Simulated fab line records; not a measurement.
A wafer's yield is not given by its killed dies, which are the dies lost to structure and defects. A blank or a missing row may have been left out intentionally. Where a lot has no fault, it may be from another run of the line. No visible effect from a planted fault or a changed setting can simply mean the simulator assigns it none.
fab line records + flow n5-finfet
[record]
- lots = 24
- wafers = 72
- last-day = 20
route steps=1938 shown BEOL_M3@994 BEOL_M4@1034
lots untouched by any fault: they come from a run of this same line in which no faults occurred
start-h: the number of hours between the record's first day and the start of the first shown wafer of the lot + wait-h: how many hours have passed since the lot's step before this one + " as in the row above + L1.1+2: a row that stands for several wafers + - no value, or no start given + * or withheld: withheld + < > ~ a bound
route shown NAME@n: names a module that has steps shown in the file, with the first one's number in the route + usual: mean and standard deviation over wafers with no fault + same: alike in all rows + chamber/n: place in a boat + sites: per-site readings + _std_site: the values' standard deviation + _edge_site: outer sites' mean less inner sites' + radius-mm: how far each site lies from the wafer's centre + mask NAME#n: copy n + behind: the most recent tool/chamber to have shaped the wafer + hold: why the lot went on hold/how many hours it stayed there/how the hold came to an end + device: the n, p or np transistor that did not switch + end of line: the route-end tests of the same wafers + a step given without rows: its recipe and nothing more + killed: the dies lost at the first sort to structure and to defects; this is not the yield of the wafer + map: shows each die of a wafer: x if killed, . if not, _ if none is there
set.NAME: setting as actually run; set.NAME@STEP: the setting as run at that earlier step + model.NAME: the simulator's own value behind a step, which no gauge read
a sample of lots followed through the steps of the route, with each step as a table and each wafer as a row
services: when a tool's chamber went out of use (start-h, in hours from the record's first day, below 0 if earlier), for how many hours, and the reason
[[steps]]
[step N5_BEOL_M3_SPUTTER_48]
[recipe]
- material = Cu
- target-thk-a = 45
- temp-c = -20
- chamber-pressure-pa = 0.07
- power-w = withheld
- time-s = 8.29
[usual]
- throttle-valve-pct = 29.6/0.85
| lot.wafer | tool           | chamber | start-h | wait-h | throttle-valve-pct |
|-----------|----------------|---------|---------|--------|--------------------|
| L074.2    | pvd-sputter-02 | -       | 164.29  | 0.1    | 30.2               |
| L074.3    | "              | -       | "       | "      | 29.2               |
| L074.5    | "              | -       | "       | "      | 30.3               |
| L075.3    | pvd-sputter-01 | -       | 185.09  | 0.1    | 28.8               |
| L075.5    | "              | -       | "       | "      | 28.8               |
| L075.6    | "              | -       | "       | "      | 28.6               |
| L076.1    | pvd-sputter-01 | -       | 189.51  | 0.1    | 30.6               |
| L076.4    | "              | -       | "       | "      | 30.6               |
| L076.5    | "              | -       | "       | "      | 30.6               |
| L077.1    | pvd-sputter-01 | -       | 195.45  | 0.1    | 28.4               |
| L077.4    | "              | -       | "       | "      | 29.0               |
| L077.5    | "              | -       | "       | "      | 30.7               |
| L078.1    | pvd-sputter-03 | -       | 195.70  | 0.1    | 29.1               |
| L078.3    | "              | -       | "       | "      | 28.5               |
| L078.6    | "              | -       | "       | "      | 29.0               |
| L079.1    | pvd-sputter-02 | -       | 199.68  | 0.4    | 30.3               |
| L079.4    | "              | -       | "       | "      | 29.4               |
| L079.6    | "              | -       | "       | "      | 29.6               |
| L082.2    | pvd-sputter-01 | -       | 224.27  | 0.1    | 29.0               |
| L082.4    | "              | -       | "       | "      | 28.3               |
| L082.5    | "              | -       | "       | "      | 28.6               |
| L083.2    | pvd-sputter-01 | -       | 226.23  | 0.7    | 28.5               |
| L083.5    | "              | -       | "       | "      | 29.0               |
| L083.6    | "              | -       | "       | "      | 28.5               |
| L081.2    | pvd-sputter-02 | -       | 229.63  | 0.7    | 30.2               |
| L081.3    | "              | -       | "       | "      | 29.2               |
| L081.4    | "              | -       | "       | "      | 29.3               |
| L080.1    | pvd-sputter-02 | -       | 238.57  | 0.2    | 29.4               |
| L080.3    | "              | -       | "       | "      | 29.1               |
| L080.6    | "              | -       | "       | "      | 29.4               |
| L084.1    | pvd-sputter-03 | -       | 247.37  | 0.2    | 28.6               |
| L084.4    | "              | -       | "       | "      | 30.0               |
| L084.6    | "              | -       | "       | "      | 28.7               |
| L085.1    | pvd-sputter-01 | -       | 252.39  | 0.2    | 28.7               |
| L085.2    | "              | -       | "       | "      | 30.8               |
| L085.4    | "              | -       | "       | "      | 30.6               |
| L088.1    | pvd-sputter-01 | -       | 255.25  | 0.2    | 30.6               |
| L088.2    | "              | -       | "       | "      | 28.7               |
| L088.6    | "              | -       | "       | "      | 28.8               |
| L087.1    | pvd-sputter-01 | -       | 265.16  | 1.6    | 28.8               |
| L087.2    | "              | -       | "       | "      | 31.0               |
| L087.4    | "              | -       | "       | "      | 30.3               |
| L086.2    | pvd-sputter-03 | -       | 277.36  | 0.1    | 31.2               |
| L086.4    | "              | -       | "       | "      | 29.3               |
| L086.6    | "              | -       | "       | "      | 28.6               |
| L089.1    | pvd-sputter-02 | -       | 282.13  | 0.1    | 30.4               |
| L089.2    | "              | -       | "       | "      | 29.1               |
| L089.6    | "              | -       | "       | "      | 29.0               |
| L091.1    | pvd-sputter-03 | -       | 286.16  | 0.5    | 28.3               |
| L091.4    | "              | -       | "       | "      | 29.0               |
| L091.5    | "              | -       | "       | "      | 28.4               |
| L090.1    | pvd-sputter-01 | -       | 293.63  | 0.1    | 30.4               |
| L090.3    | "              | -       | "       | "      | 30.4               |
| L090.5    | "              | -       | "       | "      | 30.9               |
| L093.3    | pvd-sputter-02 | -       | 303.86  | 0.2    | 30.2               |
| L093.4    | "              | -       | "       | "      | 29.1               |
| L093.6    | "              | -       | "       | "      | 29.0               |
| L092.1    | pvd-sputter-02 | -       | 305.70  | 1.3    | 29.7               |
| L092.3    | "              | -       | "       | "      | 29.0               |
| L092.5    | "              | -       | "       | "      | 29.5               |
| L094.4    | pvd-sputter-01 | -       | 318.70  | 0.1    | 30.7               |
| L094.5    | "              | -       | "       | "      | 29.0               |
| L094.6    | "              | -       | "       | "      | 30.6               |
| L096.2    | pvd-sputter-02 | -       | 319.25  | 0.4    | 30.4               |
| L096.3    | "              | -       | "       | "      | 29.1               |
| L096.4    | "              | -       | "       | "      | 28.8               |
| L095.2    | pvd-sputter-01 | -       | 323.60  | 0.4    | 30.8               |
| L095.4    | "              | -       | "       | "      | 28.6               |
| L095.5    | "              | -       | "       | "      | 28.8               |
| L097.1    | pvd-sputter-02 | -       | 323.80  | 0.1    | 29.0               |
| L097.4    | "              | -       | "       | "      | 28.8               |
| L097.6    | "              | -       | "       | "      | 29.2               |
[step N5_BEOL_M4_CD_MEAS_11]
[recipe]
- target-cd-nm = 16.79
- landing-energy-ev = 500
- detector = se-inlens
- polarity = opening
[usual]
- cd-nm = 16.81/0.24
| lot.wafer | tool      | chamber | start-h | wait-h | cd-nm |
|-----------|-----------|---------|---------|--------|-------|
| L074.2    | cd-sem-01 | 0       | 167.99  | -      | 17.02 |
| L074.3    | "         | 0       | "       | "      | 16.85 |
| L074.5    | "         | 0       | "       | "      | 16.98 |
| L075.3    | cd-sem-02 | 0       | 189.24  | -      | 16.95 |
| L075.5    | "         | 0       | "       | "      | 16.61 |
| L075.6    | "         | 0       | "       | "      | 16.90 |
| L076.1    | cd-sem-02 | 0       | 193.12  | -      | 16.93 |
| L076.4    | "         | 0       | "       | "      | 16.77 |
| L076.5    | "         | 0       | "       | "      | 16.83 |
| L077.1    | cd-sem-01 | 0       | 199.50  | -      | 17.00 |
| L077.4    | "         | 0       | "       | "      | 17.11 |
| L077.5    | "         | 0       | "       | "      | 16.95 |
| L078.1    | cd-sem-03 | 0       | 202.24  | -      | 16.82 |
| L078.3    | "         | 0       | "       | "      | 16.67 |
| L078.6    | "         | 0       | "       | "      | 16.69 |
| L079.1    | cd-sem-03 | 0       | 203.92  | -      | 16.81 |
| L079.4    | "         | 0       | "       | "      | 16.92 |
| L079.6    | "         | 0       | "       | "      | 16.83 |
| L082.2    | cd-sem-01 | 0       | 228.21  | -      | 16.55 |
| L082.4    | "         | 0       | "       | "      | 16.77 |
| L082.5    | "         | 0       | "       | "      | 16.64 |
| L083.2    | cd-sem-03 | 0       | 232.72  | -      | 16.99 |
| L083.5    | "         | 0       | "       | "      | 16.69 |
| L083.6    | "         | 0       | "       | "      | 16.76 |
| L081.2    | cd-sem-02 | 0       | 233.49  | -      | 16.71 |
| L081.3    | "         | 0       | "       | "      | 16.58 |
| L081.4    | "         | 0       | "       | "      | 16.68 |
| L080.1    | cd-sem-03 | 0       | 250.07  | -      | 16.93 |
| L080.3    | "         | 0       | "       | "      | 16.45 |
| L080.6    | "         | 0       | "       | "      | 16.55 |
| L084.1    | cd-sem-01 | 0       | 251.65  | -      | 16.64 |
| L084.4    | "         | 0       | "       | "      | 16.87 |
| L084.6    | "         | 0       | "       | "      | 16.67 |
| L085.1    | cd-sem-02 | 0       | 257.42  | -      | 16.70 |
| L085.2    | "         | 0       | "       | "      | 16.77 |
| L085.4    | "         | 0       | "       | "      | 16.91 |
| L088.1    | cd-sem-02 | 0       | 260.78  | -      | 16.75 |
| L088.2    | "         | 0       | "       | "      | 16.78 |
| L088.6    | "         | 0       | "       | "      | 16.43 |
| L087.1    | cd-sem-03 | 0       | 269.28  | -      | 16.47 |
| L087.2    | "         | 0       | "       | "      | 16.84 |
| L087.4    | "         | 0       | "       | "      | 16.49 |
| L086.2    | cd-sem-02 | 0       | 283.16  | -      | 16.77 |
| L086.4    | "         | 0       | "       | "      | 17.19 |
| L086.6    | "         | 0       | "       | "      | 17.22 |
| L089.1    | cd-sem-02 | 0       | 288.06  | -      | 17.23 |
| L089.2    | "         | 0       | "       | "      | 17.01 |
| L089.6    | "         | 0       | "       | "      | 17.02 |
| L091.1    | cd-sem-02 | 0       | 293.21  | -      | 16.63 |
| L091.4    | "         | 0       | "       | "      | 16.50 |
| L091.5    | "         | 0       | "       | "      | 17.15 |
| L090.1    | cd-sem-02 | 0       | 297.41  | -      | 17.01 |
| L090.3    | "         | 0       | "       | "      | 16.99 |
| L090.5    | "         | 0       | "       | "      | 16.63 |
| L093.3    | cd-sem-03 | 0       | 307.94  | -      | 16.86 |
| L093.4    | "         | 0       | "       | "      | 17.15 |
| L093.6    | "         | 0       | "       | "      | 16.79 |
| L092.1    | cd-sem-02 | 0       | 313.14  | -      | 16.33 |
| L092.3    | "         | 0       | "       | "      | 16.71 |
| L092.5    | "         | 0       | "       | "      | 17.06 |
| L094.4    | cd-sem-03 | 0       | 322.96  | -      | 17.13 |
| L094.5    | "         | 0       | "       | "      | 17.41 |
| L094.6    | "         | 0       | "       | "      | 16.70 |
| L096.2    | cd-sem-02 | 0       | 323.66  | -      | 16.71 |
| L096.3    | "         | 0       | "       | "      | 16.48 |
| L096.4    | "         | 0       | "       | "      | 16.77 |
| L095.2    | cd-sem-02 | 0       | 329.09  | -      | 16.94 |
| L095.4    | "         | 0       | "       | "      | 16.90 |
| L095.5    | "         | 0       | "       | "      | 16.97 |
| L097.1    | cd-sem-02 | 0       | 329.31  | -      | 17.33 |
| L097.4    | "         | 0       | "       | "      | 16.89 |
| L097.6    | "         | 0       | "       | "      | 16.97 |
[step N5_BEOL_M4_DEGAS_44]
[recipe]
- ambient = vacuum
- temp-c = 250
- time-s = 60
[usual]
- heater-power-w = 326/22
| lot.wafer | tool           | chamber | start-h | wait-h | heater-power-w |
|-----------|----------------|---------|---------|--------|----------------|
| L074.2    | pvd-sputter-02 | -       | 188.91  | 0.2    | 298            |
| L074.3    | "              | -       | "       | "      | 337            |
| L074.5    | "              | -       | "       | "      | 279            |
| L075.3    | pvd-sputter-03 | -       | 213.81  | 0.4    | 310            |
| L075.5    | "              | -       | "       | "      | 316            |
| L075.6    | "              | -       | "       | "      | 335            |
| L078.1    | pvd-sputter-01 | -       | 218.56  | 0.1    | 339            |
| L078.3    | "              | -       | "       | "      | 343            |
| L078.6    | "              | -       | "       | "      | 309            |
| L076.1    | pvd-sputter-01 | -       | 218.80  | 0.3    | 340            |
| L076.4    | "              | -       | "       | "      | 296            |
| L076.5    | "              | -       | "       | "      | 302            |
| L077.1    | pvd-sputter-02 | -       | 223.86  | 0.0    | 347            |
| L077.4    | "              | -       | "       | "      | 285            |
| L077.5    | "              | -       | "       | "      | 288            |
| L079.1    | pvd-sputter-03 | -       | 232.93  | 0.5    | 313            |
| L079.4    | "              | -       | "       | "      | 332            |
| L079.6    | "              | -       | "       | "      | 323            |
| L082.2    | pvd-sputter-02 | -       | 246.76  | 0.3    | 301            |
| L082.4    | "              | -       | "       | "      | 355            |
| L082.5    | "              | -       | "       | "      | 311            |
| L083.2    | pvd-sputter-02 | -       | 247.20  | 0.6    | 343            |
| L083.5    | "              | -       | "       | "      | 346            |
| L083.6    | "              | -       | "       | "      | 296            |
| L081.2    | pvd-sputter-03 | -       | 251.65  | 0.3    | 312            |
| L081.3    | "              | -       | "       | "      | 324            |
| L081.4    | "              | -       | "       | "      | 342            |
| L080.1    | pvd-sputter-02 | -       | 257.64  | 0.3    | 304            |
| L080.3    | "              | -       | "       | "      | 291            |
| L080.6    | "              | -       | "       | "      | 352            |
| L084.1    | pvd-sputter-02 | -       | 266.66  | 0.6    | 308            |
| L084.4    | "              | -       | "       | "      | 316            |
| L084.6    | "              | -       | "       | "      | 310            |
| L085.1    | pvd-sputter-02 | -       | 272.08  | 0.7    | 285            |
| L085.2    | "              | -       | "       | "      | 349            |
| L085.4    | "              | -       | "       | "      | 306            |
| L088.1    | pvd-sputter-03 | -       | 273.78  | 1.9    | 339            |
| L088.2    | "              | -       | "       | "      | 362            |
| L088.6    | "              | -       | "       | "      | 311            |
| L087.1    | pvd-sputter-01 | -       | 284.30  | 0.3    | 361            |
| L087.2    | "              | -       | "       | "      | 338            |
| L087.4    | "              | -       | "       | "      | 296            |
| L086.2    | pvd-sputter-01 | -       | 296.17  | 0.2    | 297            |
| L086.4    | "              | -       | "       | "      | 331            |
| L086.6    | "              | -       | "       | "      | 311            |
| L089.1    | pvd-sputter-03 | -       | 296.22  | 0.3    | 338            |
| L089.2    | "              | -       | "       | "      | 313            |
| L089.6    | "              | -       | "       | "      | 314            |
| L091.1    | pvd-sputter-03 | -       | 296.30  | 0.2    | 322            |
| L091.4    | "              | -       | "       | "      | 332            |
| L091.5    | "              | -       | "       | "      | 331            |
| L093.3    | pvd-sputter-02 | -       | 313.69  | 0.4    | 315            |
| L093.4    | "              | -       | "       | "      | 300            |
| L093.6    | "              | -       | "       | "      | 290            |
| L090.1    | pvd-sputter-03 | -       | 314.65  | 0.5    | 325            |
| L090.3    | "              | -       | "       | "      | 355            |
| L090.5    | "              | -       | "       | "      | 319            |
| L092.1    | pvd-sputter-01 | -       | 318.62  | 0.4    | 341            |
| L092.3    | "              | -       | "       | "      | 360            |
| L092.5    | "              | -       | "       | "      | 339            |
| L094.4    | pvd-sputter-02 | -       | 326.02  | 0.4    | 350            |
| L094.5    | "              | -       | "       | "      | 328            |
| L094.6    | "              | -       | "       | "      | 309            |
| L096.2    | pvd-sputter-02 | -       | 335.24  | 0.4    | 304            |
| L096.3    | "              | -       | "       | "      | 314            |
| L096.4    | "              | -       | "       | "      | 303            |
| L095.2    | pvd-sputter-03 | -       | 342.22  | 0.1    | 331            |
| L095.4    | "              | -       | "       | "      | 313            |
| L095.5    | "              | -       | "       | "      | 333            |
| L097.1    | pvd-sputter-01 | -       | 345.50  | 0.4    | 334            |
| L097.4    | "              | -       | "       | "      | 306            |
| L097.6    | "              | -       | "       | "      | 373            |
[step N5_BEOL_M4_ANNEAL_49]
[recipe]
- temp-c = 400
- time-s = 240
- ambient = vacuum
[usual]
- heater-power-w = 822/57
| lot.wafer | tool           | chamber | start-h | wait-h | heater-power-w |
|-----------|----------------|---------|---------|--------|----------------|
| L074.2    | pvd-sputter-01 | -       | 191.43  | 0.0    | 903            |
| L074.3    | "              | -       | "       | "      | 829            |
| L074.5    | "              | -       | "       | "      | 934            |
| L075.3    | pvd-sputter-03 | -       | 214.85  | 0.0    | 790            |
| L075.5    | "              | -       | "       | "      | 828            |
| L075.6    | "              | -       | "       | "      | 814            |
| L078.1    | pvd-sputter-03 | -       | 219.29  | 0.0    | 808            |
| L078.3    | "              | -       | "       | "      | 810            |
| L078.6    | "              | -       | "       | "      | 828            |
| L076.1    | pvd-sputter-03 | -       | 221.13  | 0.0    | 840            |
| L076.4    | "              | -       | "       | "      | 774            |
| L076.5    | "              | -       | "       | "      | 790            |
| L077.1    | pvd-sputter-03 | -       | 224.53  | 0.0    | 823            |
| L077.4    | "              | -       | "       | "      | 777            |
| L077.5    | "              | -       | "       | "      | 813            |
| L079.1    | pvd-sputter-03 | -       | 233.82  | 0.0    | 885            |
| L079.4    | "              | -       | "       | "      | 797            |
| L079.6    | "              | -       | "       | "      | 852            |
| L082.2    | pvd-sputter-01 | -       | 247.71  | 0.0    | 861            |
| L082.4    | "              | -       | "       | "      | 926            |
| L082.5    | "              | -       | "       | "      | 737            |
| L083.2    | pvd-sputter-03 | -       | 249.29  | 0.0    | 788            |
| L083.5    | "              | -       | "       | "      | 780            |
| L083.6    | "              | -       | "       | "      | 909            |
| L081.2    | pvd-sputter-02 | -       | 253.84  | 0.0    | 791            |
| L081.3    | "              | -       | "       | "      | 732            |
| L081.4    | "              | -       | "       | "      | 778            |
| L080.1    | pvd-sputter-01 | -       | 258.83  | 0.0    | 933            |
| L080.3    | "              | -       | "       | "      | 761            |
| L080.6    | "              | -       | "       | "      | 832            |
| L084.1    | pvd-sputter-01 | -       | 267.48  | 0.0    | 868            |
| L084.4    | "              | -       | "       | "      | 761            |
| L084.6    | "              | -       | "       | "      | 749            |
| L085.1    | pvd-sputter-02 | -       | 272.92  | 0.0    | 758            |
| L085.2    | "              | -       | "       | "      | 729            |
| L085.4    | "              | -       | "       | "      | 765            |
| L088.1    | pvd-sputter-01 | -       | 274.69  | 0.0    | 913            |
| L088.2    | "              | -       | "       | "      | 867            |
| L088.6    | "              | -       | "       | "      | 919            |
| L087.1    | pvd-sputter-01 | -       | 285.44  | 0.0    | 767            |
| L087.2    | "              | -       | "       | "      | 864            |
| L087.4    | "              | -       | "       | "      | 930            |
| L086.2    | pvd-sputter-01 | -       | 297.05  | 0.0    | 910            |
| L086.4    | "              | -       | "       | "      | 867            |
| L086.6    | "              | -       | "       | "      | 847            |
| L091.1    | pvd-sputter-02 | -       | 297.14  | 0.0    | 786            |
| L091.4    | "              | -       | "       | "      | 793            |
| L091.5    | "              | -       | "       | "      | 708            |
| L089.1    | pvd-sputter-03 | -       | 297.52  | 0.0    | 839            |
| L089.2    | "              | -       | "       | "      | 782            |
| L089.6    | "              | -       | "       | "      | 796            |
| L093.3    | pvd-sputter-02 | -       | 314.43  | 0.0    | 851            |
| L093.4    | "              | -       | "       | "      | 774            |
| L093.6    | "              | -       | "       | "      | 724            |
| L090.1    | pvd-sputter-03 | -       | 317.01  | 0.0    | 903            |
| L090.3    | "              | -       | "       | "      | 833            |
| L090.5    | "              | -       | "       | "      | 770            |
| L092.1    | pvd-sputter-01 | -       | 320.62  | 0.0    | 878            |
| L092.3    | "              | -       | "       | "      | 747            |
| L092.5    | "              | -       | "       | "      | 754            |
| L094.4    | pvd-sputter-02 | -       | 328.53  | 0.1    | 861            |
| L094.5    | "              | -       | "       | "      | 762            |
| L094.6    | "              | -       | "       | "      | 789            |
| L096.2    | pvd-sputter-03 | -       | 336.40  | 0.0    | 774            |
| L096.3    | "              | -       | "       | "      | 793            |
| L096.4    | "              | -       | "       | "      | 901            |
| L095.2    | pvd-sputter-03 | -       | 343.20  | 0.0    | 807            |
| L095.4    | "              | -       | "       | "      | 894            |
| L095.5    | "              | -       | "       | "      | 785            |
| L097.1    | pvd-sputter-02 | -       | 346.40  | 0.0    | 791            |
| L097.4    | "              | -       | "       | "      | 715            |
| L097.6    | "              | -       | "       | "      | 874            |
[step N5_BEOL_M4_SPUTTER_86]
[recipe]
- material = Cu
- target-thk-a = 45
- temp-c = -20
- chamber-pressure-pa = 0.07
- power-w = withheld
- time-s = 8.29
[usual]
- throttle-valve-pct = 29.6/0.89
| lot.wafer | tool           | chamber | start-h | wait-h | throttle-valve-pct |
|-----------|----------------|---------|---------|--------|--------------------|
| L074.2    | pvd-sputter-01 | -       | 192.01  | 0.1    | 29.0               |
| L074.3    | "              | -       | "       | "      | 30.7               |
| L074.5    | "              | -       | "       | "      | 28.9               |
| L075.3    | pvd-sputter-03 | -       | 215.43  | 0.1    | 31.3               |
| L075.5    | "              | -       | "       | "      | 28.6               |
| L075.6    | "              | -       | "       | "      | 29.4               |
| L078.1    | pvd-sputter-03 | -       | 219.87  | 0.1    | 29.0               |
| L078.3    | "              | -       | "       | "      | 28.7               |
| L078.6    | "              | -       | "       | "      | 28.6               |
| L076.1    | pvd-sputter-03 | -       | 221.71  | 0.1    | 28.6               |
| L076.4    | "              | -       | "       | "      | 31.3               |
| L076.5    | "              | -       | "       | "      | 29.2               |
| L077.1    | pvd-sputter-03 | -       | 225.11  | 0.1    | 28.6               |
| L077.4    | "              | -       | "       | "      | 29.0               |
| L077.5    | "              | -       | "       | "      | 29.2               |
| L079.1    | pvd-sputter-03 | -       | 234.40  | 0.1    | 30.0               |
| L079.4    | "              | -       | "       | "      | 29.1               |
| L079.6    | "              | -       | "       | "      | 28.6               |
| L082.2    | pvd-sputter-01 | -       | 248.29  | 0.1    | 30.6               |
| L082.4    | "              | -       | "       | "      | 28.7               |
| L082.5    | "              | -       | "       | "      | 28.8               |
| L083.2    | pvd-sputter-03 | -       | 249.87  | 0.1    | 31.1               |
| L083.5    | "              | -       | "       | "      | 31.3               |
| L083.6    | "              | -       | "       | "      | 29.9               |
| L081.2    | pvd-sputter-02 | -       | 254.42  | 0.1    | 28.9               |
| L081.3    | "              | -       | "       | "      | 29.6               |
| L081.4    | "              | -       | "       | "      | 29.3               |
| L080.1    | pvd-sputter-01 | -       | 259.41  | 0.1    | 29.2               |
| L080.3    | "              | -       | "       | "      | 28.6               |
| L080.6    | "              | -       | "       | "      | 30.6               |
| L084.1    | pvd-sputter-01 | -       | 268.06  | 0.1    | 30.8               |
| L084.4    | "              | -       | "       | "      | 28.3               |
| L084.6    | "              | -       | "       | "      | 28.5               |
| L085.1    | pvd-sputter-02 | -       | 273.50  | 0.1    | 29.2               |
| L085.2    | "              | -       | "       | "      | 29.5               |
| L085.4    | "              | -       | "       | "      | 29.0               |
| L088.1    | pvd-sputter-01 | -       | 275.27  | 0.1    | 29.0               |
| L088.2    | "              | -       | "       | "      | 30.6               |
| L088.6    | "              | -       | "       | "      | 29.1               |
| L087.1    | pvd-sputter-01 | -       | 286.02  | 0.1    | 28.7               |
| L087.2    | "              | -       | "       | "      | 30.4               |
| L087.4    | "              | -       | "       | "      | 29.0               |
| L086.2    | pvd-sputter-01 | -       | 297.63  | 0.1    | 28.8               |
| L086.4    | "              | -       | "       | "      | 30.8               |
| L086.6    | "              | -       | "       | "      | 30.8               |
| L091.1    | pvd-sputter-02 | -       | 297.72  | 0.1    | 29.2               |
| L091.4    | "              | -       | "       | "      | 28.6               |
| L091.5    | "              | -       | "       | "      | 29.8               |
| L089.1    | pvd-sputter-03 | -       | 298.10  | 0.1    | 28.7               |
| L089.2    | "              | -       | "       | "      | 29.2               |
| L089.6    | "              | -       | "       | "      | 31.1               |
| L093.3    | pvd-sputter-02 | -       | 315.01  | 0.1    | 30.4               |
| L093.4    | "              | -       | "       | "      | 28.8               |
| L093.6    | "              | -       | "       | "      | 29.9               |
| L090.1    | pvd-sputter-03 | -       | 317.59  | 0.1    | 29.7               |
| L090.3    | "              | -       | "       | "      | 28.5               |
| L090.5    | "              | -       | "       | "      | 31.3               |
| L092.1    | pvd-sputter-01 | -       | 321.20  | 0.1    | 30.6               |
| L092.3    | "              | -       | "       | "      | 28.6               |
| L092.5    | "              | -       | "       | "      | 28.3               |
| L094.4    | pvd-sputter-02 | -       | 329.08  | 0.0    | 30.5               |
| L094.5    | "              | -       | "       | "      | 29.5               |
| L094.6    | "              | -       | "       | "      | 28.9               |
| L096.2    | pvd-sputter-03 | -       | 336.98  | 0.1    | 31.0               |
| L096.3    | "              | -       | "       | "      | 28.9               |
| L096.4    | "              | -       | "       | "      | 29.8               |
| L095.2    | pvd-sputter-03 | -       | 343.78  | 0.1    | 29.0               |
| L095.4    | "              | -       | "       | "      | 29.7               |
| L095.5    | "              | -       | "       | "      | 31.3               |
| L097.1    | pvd-sputter-02 | -       | 347.04  | 0.1    | 28.8               |
| L097.4    | "              | -       | "       | "      | 29.7               |
| L097.6    | "              | -       | "       | "      | 30.3               |
[step N5_BEOL_M4_SPUTTER_96]
[recipe]
- material = Cu
- target-thk-a = 45
- temp-c = -20
- chamber-pressure-pa = 0.07
- power-w = withheld
- time-s = 8.29
[usual]
- throttle-valve-pct = 29.6/0.89
| lot.wafer | tool           | chamber | start-h | wait-h | throttle-valve-pct |
|-----------|----------------|---------|---------|--------|--------------------|
| L074.2    | pvd-sputter-01 | -       | 193.11  | 0.1    | 28.9               |
| L074.3    | "              | -       | "       | "      | 30.9               |
| L074.5    | "              | -       | "       | "      | 28.9               |
| L075.3    | pvd-sputter-03 | -       | 216.53  | 0.1    | 31.0               |
| L075.5    | "              | -       | "       | "      | 28.4               |
| L075.6    | "              | -       | "       | "      | 29.2               |
| L078.1    | pvd-sputter-03 | -       | 220.97  | 0.1    | 29.3               |
| L078.3    | "              | -       | "       | "      | 28.5               |
| L078.6    | "              | -       | "       | "      | 28.6               |
| L076.1    | pvd-sputter-03 | -       | 222.81  | 0.1    | 28.6               |
| L076.4    | "              | -       | "       | "      | 31.2               |
| L076.5    | "              | -       | "       | "      | 29.2               |
| L077.1    | pvd-sputter-03 | -       | 226.21  | 0.1    | 28.5               |
| L077.4    | "              | -       | "       | "      | 29.1               |
| L077.5    | "              | -       | "       | "      | 29.1               |
| L079.1    | pvd-sputter-03 | -       | 235.50  | 0.1    | 29.9               |
| L079.4    | "              | -       | "       | "      | 29.2               |
| L079.6    | "              | -       | "       | "      | 28.4               |
| L082.2    | pvd-sputter-01 | -       | 249.39  | 0.1    | 30.5               |
| L082.4    | "              | -       | "       | "      | 28.8               |
| L082.5    | "              | -       | "       | "      | 28.6               |
| L083.2    | pvd-sputter-03 | -       | 250.97  | 0.1    | 31.4               |
| L083.5    | "              | -       | "       | "      | 31.1               |
| L083.6    | "              | -       | "       | "      | 29.6               |
| L081.2    | pvd-sputter-02 | -       | 255.52  | 0.1    | 28.9               |
| L081.3    | "              | -       | "       | "      | 29.6               |
| L081.4    | "              | -       | "       | "      | 29.1               |
| L080.1    | pvd-sputter-01 | -       | 260.51  | 0.1    | 29.3               |
| L080.3    | "              | -       | "       | "      | 28.6               |
| L080.6    | "              | -       | "       | "      | 30.7               |
| L084.1    | pvd-sputter-01 | -       | 269.16  | 0.1    | 30.5               |
| L084.4    | "              | -       | "       | "      | 28.7               |
| L084.6    | "              | -       | "       | "      | 28.5               |
| L085.1    | pvd-sputter-02 | -       | 274.60  | 0.1    | 28.9               |
| L085.2    | "              | -       | "       | "      | 29.7               |
| L085.4    | "              | -       | "       | "      | 28.8               |
| L088.1    | pvd-sputter-01 | -       | 276.37  | 0.1    | 29.0               |
| L088.2    | "              | -       | "       | "      | 30.7               |
| L088.6    | "              | -       | "       | "      | 28.6               |
| L087.1    | pvd-sputter-01 | -       | 287.12  | 0.1    | 28.6               |
| L087.2    | "              | -       | "       | "      | 30.5               |
| L087.4    | "              | -       | "       | "      | 28.7               |
| L086.2    | pvd-sputter-01 | -       | 298.73  | 0.1    | 28.9               |
| L086.4    | "              | -       | "       | "      | 30.5               |
| L086.6    | "              | -       | "       | "      | 30.5               |
| L091.1    | pvd-sputter-02 | -       | 298.82  | 0.1    | 29.3               |
| L091.4    | "              | -       | "       | "      | 29.1               |
| L091.5    | "              | -       | "       | "      | 29.7               |
| L089.1    | pvd-sputter-03 | -       | 299.20  | 0.1    | 28.3               |
| L089.2    | "              | -       | "       | "      | 29.2               |
| L089.6    | "              | -       | "       | "      | 31.1               |
| L093.3    | pvd-sputter-02 | -       | 316.11  | 0.1    | 30.5               |
| L093.4    | "              | -       | "       | "      | 29.0               |
| L093.6    | "              | -       | "       | "      | 29.7               |
| L090.1    | pvd-sputter-03 | -       | 318.69  | 0.1    | 30.0               |
| L090.3    | "              | -       | "       | "      | 28.8               |
| L090.5    | "              | -       | "       | "      | 31.2               |
| L092.1    | pvd-sputter-01 | -       | 322.30  | 0.1    | 30.6               |
| L092.3    | "              | -       | "       | "      | 28.5               |
| L092.5    | "              | -       | "       | "      | 28.4               |
| L094.4    | pvd-sputter-02 | -       | 330.18  | 0.0    | 30.3               |
| L094.5    | "              | -       | "       | "      | 29.4               |
| L094.6    | "              | -       | "       | "      | 28.7               |
| L096.2    | pvd-sputter-03 | -       | 338.08  | 0.1    | 31.0               |
| L096.3    | "              | -       | "       | "      | 29.3               |
| L096.4    | "              | -       | "       | "      | 29.6               |
| L095.2    | pvd-sputter-03 | -       | 344.88  | 0.1    | 29.2               |
| L095.4    | "              | -       | "       | "      | 29.8               |
| L095.5    | "              | -       | "       | "      | 31.2               |
| L097.1    | pvd-sputter-02 | -       | 348.14  | 0.1    | 28.8               |
| L097.4    | "              | -       | "       | "      | 29.6               |
| L097.6    | "              | -       | "       | "      | 30.5               |
[[services]]
| tool           | chamber | start-h | hours | kind   |
|----------------|---------|---------|-------|--------|
| pvd-sputter-01 | -       | 155.50  | 4.5   | repair |
| pvd-sputter-01 | -       | 219.23  | 4.0   | repair |
[[key]]
fault none
